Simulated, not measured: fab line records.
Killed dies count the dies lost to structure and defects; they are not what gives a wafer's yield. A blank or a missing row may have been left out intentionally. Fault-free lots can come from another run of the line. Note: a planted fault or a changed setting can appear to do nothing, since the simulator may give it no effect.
fab line records | flow n5-finfet | part 1 of 2: steps 1 to 20 of 25
record lots=5 | wafers=15 | last-day=17
route steps=1938 shown MOL_CONTACT_COAG@585
lots that met no fault: from a run of the same line without faults
start-h: hours from the record's opening day to when the first of the lot's shown wafers began | wait-h: hours from the lot's prior step to this one | " repeats the value in the row above | L1.1+2: a row that stands for several wafers | - either no value or no given start | * or withheld: withheld | < > ~ a bound
route shown NAME@n: names a module that has steps shown in the file, with the first one's number in the route | usual: average and standard deviation across the fault-free wafers | same: alike in all rows | chamber/n: place in a boat | sites: each site's reading | _std_site: the standard deviation of these | _edge_site: mean of outer sites minus mean of inner sites | radius-mm: for every site, how far away it sits from the centre of the wafer | mask NAME#n: copy n | behind: tool/chamber where the wafer was last shaped | hold: why the lot went on hold/how many hours it stayed there/how the hold came to an end | device: names the non-switching transistor (n, p or np) | end of line: the same wafers' tests at the end of the route | a step given without rows: its recipe and nothing more | killed: dies that structure and defects cost at the first sort, which is not the same as the wafer's yield | map: a wafer's dies, x killed, . not, _ none there
set.NAME: the setting that was run; set.NAME@STEP: the one run at that earlier step | model.NAME: the simulator's own value behind a step, which no gauge read
lots at some steps of the route; a table a step, a row a wafer
services: a tool's chamber out of use, with start hour (start-h, from the record's first day; less than 0 if before it), hours out, and reason
## steps
# step N5_MOL_CONTACT_COAG_STRIP_118
# recipe chemistry=CHF3 | resist=SiARC | rf-frequency-hz=6e+07
lot.wafer  | tool        | chamber | start-h | wait-h
L078.2+3+4 | rie-diel-02 | 0,2,1   | 128.42  | 0.0
L083.1+4+6 | rie-diel-06 | 0,1,0   | 159.07  | 0.0
L086.1+4+5 | rie-diel-06 | 0,3,1   | 173.54  | 0.0
L095.1+3+4 | rie-diel-02 | 3,1,0   | 224.37  | 0.0
L097.1+2+6 | rie-diel-06 | 0,1,0   | 240.45  | 0.0
# step N5_MOL_CONTACT_COAG_VIA_ETCH_46
# recipe chemistry=C4F6/O2 | target-depth-a=460 | overetch-a=92 | mask-material=SOC | target=SiO2 | bias-w=455 | pressure-mtorr=10 | time-s=40 | source-w=325 | Ar_flow_sccm=300 | C4F6_flow_sccm=10 | O2_flow_sccm=10 | ion-energy-ev=575.3 | ends=end-point
# usual O2_flow_sccm=10.00/0.031 | bias-w=455.3/1.4 | chamber-pressure-mTorr=10.000/0.0085 | drypump-motor-current-A=5.6/0.41 | oes_ar_750_au=0.78/0.079 | oes_f_703_au=0.78/0.08 | oes-product-au=0.70/0.068 | rf-vpp-V=1580/49 | showerhead-plenum-p-Torr=2.81/0.076 | throttle-valve-pct=40.7/0.57
lot.wafer | tool        | chamber | start-h | wait-h | O2_flow_sccm | bias-w | chamber-pressure-mTorr | drypump-motor-current-A | oes_ar_750_au | oes_f_703_au | oes-product-au | rf-hours-counter-h | rf-vpp-V | showerhead-plenum-p-Torr | throttle-valve-pct
L078.2    | rie-diel-02 | 0       | 128.43  | 0.0    | 10.00        | 456.4  | 9.983                  | 5.9                     | 0.72          | 0.70         | 0.65           | 214                | 1629     | 2.93                     | 40.2
L078.3    | "           | 2       | "       | "      | 9.98         | 455.8  | 9.996                  | 4.8                     | 0.75          | 0.77         | 0.70           | 162                | 1562     | 2.90                     | 40.0
L078.4    | "           | 1       | "       | "      | 10.01        | 453.2  | 9.991                  | 5.7                     | 0.73          | 0.72         | 0.66           | 183                | 1542     | 2.69                     | 40.0
L083.1    | rie-diel-06 | 0       | 159.08  | 0.0    | 10.03        | 454.5  | 9.983                  | 5.7                     | 0.68          | 0.68         | 0.58           | 250                | 1482     | 2.81                     | 41.0
L083.4    | "           | 1       | "       | "      | 9.99         | 456.9  | 10.005                 | 6.2                     | 0.90          | 0.87         | 0.81           | -                  | 1672     | 2.76                     | 40.7
L083.6    | "           | 0       | "       | "      | 10.08        | 449.0  | 10.003                 | 5.7                     | 0.68          | 0.69         | 0.60           | -                  | 1482     | 2.81                     | 41.0
L086.1    | rie-diel-06 | 0       | 173.55  | 0.0    | 10.04        | 452.7  | 10.003                 | 5.7                     | 0.68          | 0.68         | 0.58           | 257                | 1480     | 2.81                     | 41.0
L086.4    | "           | 3       | "       | "      | 10.00        | 455.6  | 10.006                 | 5.5                     | 0.85          | 0.83         | 0.78           | -                  | 1588     | 2.80                     | 41.2
L086.5    | "           | 1       | "       | "      | 9.97         | 455.5  | 9.996                  | 6.2                     | 0.89          | 0.87         | 0.80           | -                  | 1672     | 2.76                     | 40.8
L095.1    | rie-diel-02 | 3       | 224.38  | 0.0    | 10.02        | 455.8  | 9.995                  | 5.2                     | 0.86          | 0.88         | 0.75           | 64                 | 1584     | 2.77                     | 41.3
L095.3    | "           | 1       | "       | "      | 10.04        | 457.9  | 9.999                  | 5.7                     | 0.70          | 0.69         | 0.64           | 215                | 1541     | 2.68                     | 40.1
L095.4    | "           | 0       | "       | "      | 9.94         | 457.3  | 9.996                  | 5.9                     | 0.69          | 0.68         | 0.65           | 244                | 1630     | 2.92                     | 40.3
L097.1    | rie-diel-06 | 0       | 240.46  | 0.0    | 9.99         | 455.3  | 10.006                 | 5.7                     | 0.92          | 0.94         | 0.80           | 18                 | 1480     | 2.80                     | 41.1
L097.2    | "           | 1       | "       | "      | 9.97         | 457.1  | 10.000                 | 6.2                     | 0.85          | 0.82         | 0.76           | 63                 | 1670     | 2.75                     | 40.8
L097.6    | "           | 0       | "       | "      | 10.00        | 455.0  | 10.018                 | 5.7                     | 0.93          | 0.94         | 0.81           | -                  | 1481     | 2.80                     | 41.1
# step N5_MOL_CONTACT_COAG_STRIP_96
# recipe chemistry=N2/H2 | power-w=500 | temp-c=40 | pressure-mtorr=50 | rf-frequency-hz=6e+07 | overash-fraction=0.3 | bias-power-w=28 | h2-frac=0.5 | n2-flow-sccm=300 | h2-flow-sccm=300
# usual chamber-pressure-mTorr=50.00/0.063 | drypump-motor-current-A=5.6/0.42 | oes-product-au=0.78/0.075 | rf-vpp-V=121.7/1.1 | showerhead-plenum-p-Torr=3.33/0.1 | throttle-valve-pct=18.9/0.42
lot.wafer | tool        | chamber | start-h | wait-h | chamber-pressure-mTorr | drypump-motor-current-A | oes-product-au | rf-hours-counter-h | rf-vpp-V | showerhead-plenum-p-Torr | throttle-valve-pct
L078.2    | rie-diel-02 | 0       | 128.50  | 0.0    | 50.07                  | 5.9                     | 0.73           | 214                | 122.3    | 3.46                     | 18.6
L078.3    | "           | 2       | "       | "      | 49.99                  | 4.8                     | 0.75           | 162                | 120.8    | 3.50                     | 18.9
L078.4    | "           | 1       | "       | "      | 50.11                  | 5.7                     | 0.73           | 183                | 121.5    | 3.20                     | 18.4
L083.1    | rie-diel-06 | 0       | 159.15  | 0.0    | 50.03                  | 5.7                     | 0.65           | 250                | 120.3    | 3.32                     | 18.9
L083.4    | "           | 1       | "       | "      | 50.01                  | 6.2                     | 0.91           | -                  | 118.1    | 3.29                     | 19.0
L083.6    | "           | 0       | "       | "      | 50.05                  | 5.7                     | 0.66           | -                  | 122.4    | 3.32                     | 18.9
L086.1    | rie-diel-06 | 0       | 173.62  | 0.0    | 50.02                  | 5.7                     | 0.66           | 257                | 122.3    | 3.32                     | 18.9
L086.4    | "           | 3       | "       | "      | 49.98                  | 5.5                     | 0.86           | -                  | 122.2    | 3.27                     | 18.8
L086.5    | "           | 1       | "       | "      | 49.95                  | 6.2                     | 0.91           | -                  | 121.7    | 3.29                     | 19.0
L095.1    | rie-diel-02 | 3       | 224.44  | 0.0    | 49.95                  | 5.2                     | 0.82           | 64                 | 120.7    | 3.30                     | 19.3
L095.3    | "           | 1       | "       | "      | 49.94                  | 5.7                     | 0.71           | 215                | 120.9    | 3.18                     | 18.4
L095.4    | "           | 0       | "       | "      | 50.00                  | 5.9                     | 0.71           | 244                | 123.5    | 3.44                     | 18.6
L097.1    | rie-diel-06 | 0       | 240.52  | 0.0    | 50.00                  | 5.7                     | 0.91           | 18                 | 119.6    | 3.31                     | 18.6
L097.2    | "           | 1       | "       | "      | 49.95                  | 6.2                     | 0.86           | 63                 | 120.3    | 3.27                     | 19.0
L097.6    | "           | 0       | "       | "      | 49.94                  | 5.7                     | 0.91           | -                  | 121.5    | 3.31                     | 18.6
# step N5_MOL_CONTACT_COAG_ETCH_47
# recipe chemistry=CH3F/O2 | target=SiNx | target-depth-a=270 | mask-material=SiO2 | stop-on=W | over-etch-frac=0.2 | ion-energy-ev=120 | endpoint=OES-CN | pressure-mtorr=30 | source-w=395 | bias-w=73 | Ar_flow_sccm=150 | CH3F_flow_sccm=30 | O2_flow_sccm=20 | ends=end-point
# usual O2_flow_sccm=20.00/0.067 | bias-w=73.00/0.2 | chamber-pressure-mTorr=29.998/0.026 | drypump-motor-current-A=5.5/0.41 | etch-rf-on-time-s=31.2/0.68 | oes_ar_750_au=0.78/0.078 | oes_f_703_au=0.78/0.085 | oes-product-au=0.70/0.073 | rf-vpp-V=296/9.6 | showerhead-plenum-p-Torr=1.98/0.055 | throttle-valve-pct=16.36/0.15
lot.wafer | tool        | chamber | start-h | wait-h | O2_flow_sccm | bias-w | chamber-pressure-mTorr | drypump-motor-current-A | etch-rf-on-time-s | oes_ar_750_au | oes_f_703_au | oes-product-au | rf-hours-counter-h | rf-vpp-V | showerhead-plenum-p-Torr | throttle-valve-pct
L078.2    | rie-diel-02 | 0       | 128.54  | 0.0    | 20.00        | 73.28  | 30.025                 | 5.9                     | 31.4              | 0.71          | 0.70         | 0.65           | 214                | 306      | 2.06                     | 16.27
L078.3    | "           | 2       | "       | "      | 20.05        | 73.11  | 29.988                 | 4.8                     | 31.9              | 0.76          | 0.75         | 0.67           | 162                | 292      | 2.05                     | 16.16
L078.4    | "           | 1       | "       | "      | 20.02        | 73.37  | 29.988                 | 5.6                     | 31.8              | 0.72          | 0.71         | 0.64           | 183                | 289      | 1.89                     | 16.13
L083.1    | rie-diel-06 | 0       | 159.19  | 0.0    | 20.00        | 73.14  | 29.972                 | 5.7                     | 31.7              | 0.68          | 0.70         | 0.59           | 250                | 276      | 1.98                     | 16.55
L083.4    | "           | 1       | "       | "      | 19.98        | 73.05  | 30.001                 | 6.2                     | 30.4              | 0.89          | 0.87         | 0.82           | -                  | 316      | 1.95                     | 16.42
L083.6    | "           | 0       | "       | "      | 20.09        | 72.92  | 30.013                 | 5.7                     | 31.4              | 0.69          | 0.71         | 0.59           | -                  | 275      | 1.98                     | 16.54
L086.1    | rie-diel-06 | 0       | 173.66  | 0.0    | 19.99        | 72.68  | 30.009                 | 5.7                     | 31.7              | 0.68          | 0.70         | 0.58           | 257                | 277      | 1.98                     | 16.55
L086.4    | "           | 3       | "       | "      | 19.97        | 73.31  | 30.042                 | 5.5                     | 30.8              | 0.86          | 0.84         | 0.77           | -                  | 297      | 1.97                     | 16.31
L086.5    | "           | 1       | "       | "      | 19.92        | 72.90  | 29.989                 | 6.2                     | 30.8              | 0.88          | 0.86         | 0.81           | -                  | 315      | 1.95                     | 16.43
L095.1    | rie-diel-02 | 3       | 224.48  | 0.0    | 19.93        | 72.61  | 29.980                 | 5.2                     | 30.9              | 0.86          | 0.89         | 0.76           | 64                 | 298      | 1.95                     | 16.46
L095.3    | "           | 1       | "       | "      | 19.93        | 73.38  | 30.021                 | 5.6                     | 32.1              | 0.70          | 0.70         | 0.62           | 215                | 289      | 1.88                     | 16.20
L095.4    | "           | 0       | "       | "      | 19.96        | 73.07  | 30.041                 | 5.9                     | 31.5              | 0.70          | 0.67         | 0.63           | 244                | 305      | 2.05                     | 16.35
L097.1    | rie-diel-06 | 0       | 240.56  | 0.0    | 20.02        | 72.86  | 30.027                 | 5.7                     | 30.4              | 0.93          | 0.96         | 0.82           | 18                 | 275      | 1.97                     | 16.13
L097.2    | "           | 1       | "       | "      | 20.05        | 73.00  | 29.980                 | 6.2                     | 30.6              | 0.84          | 0.82         | 0.78           | 63                 | 314      | 1.94                     | 16.49
L097.6    | "           | 0       | "       | "      | 19.93        | 72.98  | 29.964                 | 5.7                     | 30.3              | 0.93          | 0.96         | 0.83           | -                  | 277      | 1.97                     | 16.13
# step N5_MOL_CONTACT_COAG_STRIP_119
# recipe chemistry=N2/H2 | time-s=30 | power-w=1000 | temp-c=250 | pressure-mtorr=withheld | n2-flow-sccm=1750 | h2-flow-sccm=3250
# usual drypump-motor-current-A=5.8/0.45 | heater-power-w=333/9.2
lot.wafer | tool            | chamber | start-h | wait-h | drypump-motor-current-A | heater-power-w | rf-hours-counter-h
L078.2    | plasma-asher-02 | 0       | 128.62  | 0.1    | 6.4                     | 338            | 104
L078.3    | "               | 1       | "       | "      | 5.7                     | 327            | -
L078.4    | "               | 0       | "       | "      | 6.4                     | 336            | -
L083.1    | plasma-asher-01 | 1       | 159.27  | 0.1    | 5.2                     | 346            | 46
L083.4    | "               | 1       | "       | "      | 5.3                     | 349            | -
L083.6    | "               | 0       | "       | "      | 5.4                     | 320            | -
L086.1    | plasma-asher-01 | 1       | 173.74  | 0.1    | 5.3                     | 355            | 49
L086.4    | "               | 0       | "       | "      | 5.4                     | 319            | -
L086.5    | "               | 0       | "       | "      | 5.4                     | 322            | -
L095.1    | plasma-asher-01 | 1       | 224.56  | 0.1    | 5.3                     | 349            | 59
L095.3    | "               | 0       | "       | "      | 5.4                     | 308            | -
L095.4    | "               | 1       | "       | "      | 5.3                     | 350            | -
L097.1    | plasma-asher-02 | 0       | 240.65  | 0.1    | 6.4                     | 338            | 129
L097.2    | "               | 1       | "       | "      | 5.7                     | 337            | 129
L097.6    | "               | 0       | "       | "      | 6.4                     | 327            | -
# step N5_MOL_CONTACT_COAG_PRECLEAN_144
# recipe chemistry=alkaline-clean | temp-c=60 | time-s=60 | do-ppb=50
lot.wafer  | tool         | chamber | start-h | wait-h
L078.2+3+4 | wet-bench-06 | 5,6,1   | 128.70  | 0.1
L083.1+4+6 | wet-bench-02 | 6,1,5   | 159.36  | 0.1
L086.1+4+5 | wet-bench-04 | 2,7,6   | 173.83  | 0.1
L095.1+3+4 | wet-bench-02 | 1,2,7   | 224.65  | 0.1
L097.1+2+6 | wet-bench-04 | 3,7,1   | 240.73  | 0.1
# step N5_MOL_CONTACT_COAG_SRD_145
# recipe dry=ipa-marangoni | time-s=30 | temp-c=23 | rinse-liquid=diw
lot.wafer  | tool         | chamber | start-h | wait-h
L078.2+3+4 | wet-bench-06 | 5,6,1   | 128.72  | 0.0
L083.1+4+6 | wet-bench-02 | 6,1,5   | 159.38  | 0.0
L086.1+4+5 | wet-bench-04 | 2,7,6   | 173.85  | 0.0
L095.1+3+4 | wet-bench-02 | 1,2,7   | 224.67  | 0.0
L097.1+2+6 | wet-bench-04 | 3,7,1   | 240.75  | 0.0
# step N5_MOL_CONTACT_COAG_CD_MEAS_137
# recipe target-cd-nm=16
# usual cd-nm=15.9/0.47
lot.wafer | tool      | chamber | start-h | wait-h | cd-nm
L078.2    | cd-sem-01 | -       | 128.77  | 0.0    | 15.7
L078.3    | "         | -       | "       | "      | 16.2
L078.4    | "         | -       | "       | "      | 15.8
L083.1    | cd-sem-02 | -       | 159.42  | 0.0    | 15.7
L083.4    | "         | -       | "       | "      | 15.7
L083.6    | "         | -       | "       | "      | 15.9
L086.1    | cd-sem-03 | -       | 173.89  | 0.0    | 15.8
L086.4    | "         | -       | "       | "      | 15.0
L086.5    | "         | -       | "       | "      | 16.0
L095.1    | cd-sem-03 | -       | 224.71  | 0.0    | 16.0
L095.3    | "         | -       | "       | "      | 15.1
L095.4    | "         | -       | "       | "      | 15.5
L097.1    | cd-sem-02 | -       | 240.80  | 0.0    | 16.9
L097.2    | "         | -       | "       | "      | 16.6
L097.6    | "         | -       | "       | "      | 16.3
# step N5_MOL_CONTACT_COAG_COAT_62
# recipe resist=SOC | temp-c=250 | time-s=60 | spin-rpm=1500 | resist-thk-nm=60
# usual dispense-pressure-kPa=50.5/2.4 | spin-speed-rpm=1500.2/1.2
lot.wafer | tool           | chamber | start-h | wait-h | dispense-pressure-kPa | spin-speed-rpm
L078.2    | litho-track-01 | 0       | 128.80  | 0.0    | 50.0                  | 1500.7
L078.3    | "              | 0       | "       | "      | 50.0                  | 1504.7
L078.4    | "              | 0       | "       | "      | 50.0                  | 1501.1
L083.1    | litho-track-02 | 0       | 159.45  | 0.0    | 53.3                  | 1500.1
L083.4    | "              | 0       | "       | "      | 53.3                  | 1502.1
L083.6    | "              | 0       | "       | "      | 53.3                  | 1499.9
L086.1    | litho-track-01 | 0       | 173.92  | 0.0    | 50.0                  | 1501.1
L086.4    | "              | 0       | "       | "      | 50.0                  | 1498.8
L086.5    | "              | 0       | "       | "      | 50.0                  | 1500.0
L095.1    | litho-track-02 | 0       | 224.75  | 0.0    | 53.4                  | 1499.4
L095.3    | "              | 0       | "       | "      | 53.4                  | 1499.8
L095.4    | "              | 0       | "       | "      | 53.3                  | 1499.3
L097.1    | litho-track-02 | 0       | 240.84  | 0.0    | 53.4                  | 1499.1
L097.2    | "              | 0       | "       | "      | 53.3                  | 1500.6
L097.6    | "              | 0       | "       | "      | 53.4                  | 1499.8
# step N5_MOL_CONTACT_COAG_COAT_63
# recipe resist=SiARC | temp-c=220 | time-s=60 | spin-rpm=1500 | resist-thk-nm=10
# usual dispense-pressure-kPa=50.5/2.4 | spin-speed-rpm=1500.2/1.1
lot.wafer | tool           | chamber | start-h | wait-h | dispense-pressure-kPa | spin-speed-rpm
L078.2    | litho-track-01 | 0       | -       | -      | 50.1                  | 1499.9
L078.3    | "              | 0       | "       | "      | 50.1                  | 1500.6
L078.4    | "              | 0       | "       | "      | 50.1                  | 1497.4
L083.1    | litho-track-02 | 0       | -       | -      | 53.4                  | 1501.1
L083.4    | "              | 0       | "       | "      | 53.3                  | 1500.0
L083.6    | "              | 0       | "       | "      | 53.4                  | 1499.7
L086.1    | litho-track-01 | 0       | -       | -      | 50.1                  | 1498.8
L086.4    | "              | 0       | "       | "      | 50.1                  | 1500.9
L086.5    | "              | 0       | "       | "      | 50.1                  | 1501.3
L095.1    | litho-track-02 | 0       | -       | -      | 53.4                  | 1500.3
L095.3    | "              | 0       | "       | "      | 53.4                  | 1499.6
L095.4    | "              | 0       | "       | "      | 53.4                  | 1498.4
L097.1    | litho-track-02 | 0       | -       | -      | 53.3                  | 1499.9
L097.2    | "              | 0       | "       | "      | 53.3                  | 1501.0
L097.6    | "              | 0       | "       | "      | 53.3                  | 1499.7
# step N5_MOL_CONTACT_COAG_COAT_64
# recipe resist=underlayer | temp-c=205 | time-s=60 | spin-rpm=1500 | resist-thk-nm=10
# usual dispense-pressure-kPa=50.5/2.4 | spin-speed-rpm=1500.2/1.2
lot.wafer | tool           | chamber | start-h | wait-h | dispense-pressure-kPa | spin-speed-rpm
L078.2    | litho-track-01 | 0       | -       | -      | 49.9                  | 1499.7
L078.3    | "              | 0       | "       | "      | 49.9                  | 1498.0
L078.4    | "              | 0       | "       | "      | 49.9                  | 1500.8
L083.1    | litho-track-02 | 0       | -       | -      | 53.3                  | 1499.4
L083.4    | "              | 0       | "       | "      | 53.3                  | 1500.3
L083.6    | "              | 0       | "       | "      | 53.3                  | 1500.5
L086.1    | litho-track-01 | 0       | -       | -      | 50.0                  | 1501.0
L086.4    | "              | 0       | "       | "      | 50.0                  | 1502.1
L086.5    | "              | 0       | "       | "      | 50.0                  | 1501.2
L095.1    | litho-track-02 | 0       | -       | -      | 53.4                  | 1500.2
L095.3    | "              | 0       | "       | "      | 53.4                  | 1500.4
L095.4    | "              | 0       | "       | "      | 53.4                  | 1500.5
L097.1    | litho-track-02 | 0       | -       | -      | 53.3                  | 1500.3
L097.2    | "              | 0       | "       | "      | 53.4                  | 1500.3
L097.6    | "              | 0       | "       | "      | 53.4                  | 1501.2
# step N5_MOL_CONTACT_COAG_COAT_34
# recipe resist=CAR-EUV | spin-rpm=1500 | resist-thk-nm=40
# usual dispense-pressure-kPa=50.5/2.4 | spin-speed-rpm=1500.0/1.3
lot.wafer | tool           | chamber | start-h | wait-h | dispense-pressure-kPa | spin-speed-rpm
L078.2    | litho-track-01 | 0       | -       | -      | 49.9                  | 1499.5
L078.3    | "              | 0       | "       | "      | 50.0                  | 1500.9
L078.4    | "              | 0       | "       | "      | 49.9                  | 1499.7
L083.1    | litho-track-02 | 0       | -       | -      | 53.3                  | 1497.7
L083.4    | "              | 0       | "       | "      | 53.3                  | 1497.6
L083.6    | "              | 0       | "       | "      | 53.3                  | 1499.0
L086.1    | litho-track-01 | 0       | -       | -      | 49.9                  | 1498.6
L086.4    | "              | 0       | "       | "      | 50.0                  | 1501.1
L086.5    | "              | 0       | "       | "      | 50.0                  | 1501.6
L095.1    | litho-track-02 | 0       | -       | -      | 53.3                  | 1499.8
L095.3    | "              | 0       | "       | "      | 53.3                  | 1502.0
L095.4    | "              | 0       | "       | "      | 53.3                  | 1501.5
L097.1    | litho-track-02 | 0       | -       | -      | 53.3                  | 1501.3
L097.2    | "              | 0       | "       | "      | 53.3                  | 1501.4
L097.6    | "              | 0       | "       | "      | 53.3                  | 1500.3
# step N5_MOL_CONTACT_COAG_EBR_36
# recipe solvent=PGMEA | ebr-width-mm=1.5
# same ebr-width-mm=1.5
lot.wafer  | tool           | chamber | start-h | wait-h
L078.2+3+4 | litho-track-01 | 0       | -       | -
L083.1+4+6 | litho-track-02 | 0       | -       | -
L086.1+4+5 | litho-track-01 | 0       | -       | -
L095.1+3+4 | litho-track-02 | 0       | -       | -
L097.1+2+6 | litho-track-02 | 0       | -       | -
# step N5_MOL_CONTACT_COAG_SOFTBAKE_35
# recipe temp-c=110 | time-s=60 | resist=CAR-EUV
lot.wafer  | tool           | chamber | start-h | wait-h
L078.2+3+4 | litho-track-01 | 0       | -       | -
L083.1+4+6 | litho-track-02 | 0       | -       | -
L086.1+4+5 | litho-track-01 | 0       | -       | -
L095.1+3+4 | litho-track-02 | 0       | -       | -
L097.1+2+6 | litho-track-02 | 0       | -       | -
# step N5_MOL_CONTACT_COAG_EXPOSE_37
# recipe mask-id=VD | na=0.33 | source-shape=annular | sigma-inner=0.3 | sigma-outer=0.7 | polarization=unpolarized | defocus-nm=0 | dose-mj=62
# usual exposure-dose-mJ-cm2=62.14/0.17
lot.wafer | tool           | chamber | start-h | wait-h | mask | exposure-dose-mJ-cm2
L078.2    | euv-scanner-02 | 0       | 128.95  | -      | VD#0 | 62.28
L078.3    | "              | 0       | "       | "      | VD#0 | 62.28
L078.4    | "              | 0       | "       | "      | VD#0 | 62.25
L083.1    | euv-scanner-01 | 0       | 159.71  | -      | VD#0 | 62.03
L083.4    | "              | 0       | "       | "      | VD#0 | 61.96
L083.6    | "              | 0       | "       | "      | VD#0 | 61.83
L086.1    | euv-scanner-02 | 0       | 174.07  | -      | VD#0 | 62.21
L086.4    | "              | 0       | "       | "      | VD#0 | 62.18
L086.5    | "              | 0       | "       | "      | VD#0 | 62.22
L095.1    | euv-scanner-02 | 0       | 224.90  | -      | VD#0 | 62.19
L095.3    | "              | 0       | "       | "      | VD#0 | 62.19
L095.4    | "              | 0       | "       | "      | VD#0 | 62.27
L097.1    | euv-scanner-02 | 0       | 241.02  | -      | VD#0 | 62.23
L097.2    | "              | 0       | "       | "      | VD#0 | 62.25
L097.6    | "              | 0       | "       | "      | VD#0 | 62.30
# step N5_MOL_CONTACT_COAG_PEB_38
# recipe peb-temp-c=100 | peb-time-s=60 | resist=CAR-EUV
lot.wafer  | tool           | chamber | start-h | wait-h
L078.2+3+4 | litho-track-02 | 0       | 129.02  | 0.1
L083.1+4+6 | litho-track-02 | 0       | 159.79  | 0.1
L086.1+4+5 | litho-track-01 | 0       | 174.14  | 0.1
L095.1+3+4 | litho-track-01 | 0       | 224.98  | 0.1
L097.1+2+6 | litho-track-02 | 0       | 241.10  | 0.1
# step N5_MOL_CONTACT_COAG_DEVELOP_39
# recipe develop-time-s=30 | developer=TMAH | resist=CAR-EUV | rinse-liquid=surfactant-rinse | dry=air-spin | dev-temp-c=23
# same develop-time-s=30
lot.wafer  | tool           | chamber | start-h | wait-h
L078.2+3+4 | litho-track-02 | 0       | -       | -
L083.1+4+6 | litho-track-02 | 0       | -       | -
L086.1+4+5 | litho-track-01 | 0       | -       | -
L095.1+3+4 | litho-track-01 | 0       | -       | -
L097.1+2+6 | litho-track-02 | 0       | -       | -
# step N5_MOL_CONTACT_COAG_CD_MEAS_40
# recipe target-cd-nm=25.1 | landing-energy-ev=500 | detector=se-inlens | polarity=opening
# usual cd-nm=25.12/0.24
lot.wafer | tool      | chamber | start-h | wait-h | cd-nm
L078.2    | cd-sem-01 | 0       | 129.08  | -      | 25.30
L078.3    | "         | 0       | "       | "      | 25.09
L078.4    | "         | 0       | "       | "      | 25.12
L083.1    | cd-sem-03 | 0       | 159.86  | -      | 24.93
L083.4    | "         | 0       | "       | "      | 25.13
L083.6    | "         | 0       | "       | "      | 25.22
L086.1    | cd-sem-03 | 0       | 174.21  | -      | 25.03
L086.4    | "         | 0       | "       | "      | 24.90
L086.5    | "         | 0       | "       | "      | 25.10
L095.1    | cd-sem-01 | 0       | 225.05  | -      | 25.04
L095.3    | "         | 0       | "       | "      | 24.81
L095.4    | "         | 0       | "       | "      | 25.03
L097.1    | cd-sem-02 | 0       | 241.16  | -      | 24.80
L097.2    | "         | 0       | "       | "      | 25.02
L097.6    | "         | 0       | "       | "      | 24.89
# step N5_MOL_CONTACT_COAG_OVL_MEAS_41
# recipe points-per-wafer=522
# usual VD_OVL=0.2/0.69
lot.wafer | tool       | chamber | start-h | wait-h | VD_OVL[nm]
L078.2    | overlay-02 | 0       | 129.12  | 0.0    | 0.2
L078.3    | "          | 0       | "       | "      | 1.0
L078.4    | "          | 0       | "       | "      | -0.7
L083.1    | overlay-01 | 0       | 159.89  | 0.0    | 0.7
L083.4    | "          | 0       | "       | "      | 0.4
L083.6    | "          | 0       | "       | "      | 0.0
L086.1    | overlay-01 | 0       | 174.24  | 0.0    | 0.3
L086.4    | "          | 0       | "       | "      | 0.3
L086.5    | "          | 0       | "       | "      | -0.1
L095.1    | overlay-01 | 0       | 225.08  | 0.0    | 0.5
L095.3    | "          | 0       | "       | "      | 0.1
L095.4    | "          | 0       | "       | "      | 0.2
L097.1    | overlay-01 | 0       | 241.19  | 0.0    | 0.3
L097.2    | "          | 0       | "       | "      | 0.8
L097.6    | "          | 0       | "       | "      | 1.1
# step N5_MOL_CONTACT_COAG_INSPECT_42
# recipe mode=adi | inspect-instrument=brightfield
# usual raw-defect-count=219/73
lot.wafer | tool              | chamber | start-h | wait-h | raw-defect-count
L078.2    | defect-inspect-02 | -       | 129.17  | 0.0    | 174
L078.3    | "                 | -       | "       | "      | 181
L078.4    | "                 | -       | "       | "      | 211
L083.1    | defect-inspect-02 | -       | 159.95  | 0.1    | 193
L083.4    | "                 | -       | "       | "      | 316
L083.6    | "                 | -       | "       | "      | 172
L086.1    | defect-inspect-02 | -       | 174.30  | 0.1    | 303
L086.4    | "                 | -       | "       | "      | 228
L086.5    | "                 | -       | "       | "      | 226
L095.1    | defect-inspect-02 | -       | 225.14  | 0.1    | 221
L095.3    | "                 | -       | "       | "      | 205
L095.4    | "                 | -       | "       | "      | 153
L097.1    | defect-inspect-02 | -       | 241.25  | 0.1    | 277
L097.2    | "                 | -       | "       | "      | 193
L097.6    | "                 | -       | "       | "      | 268
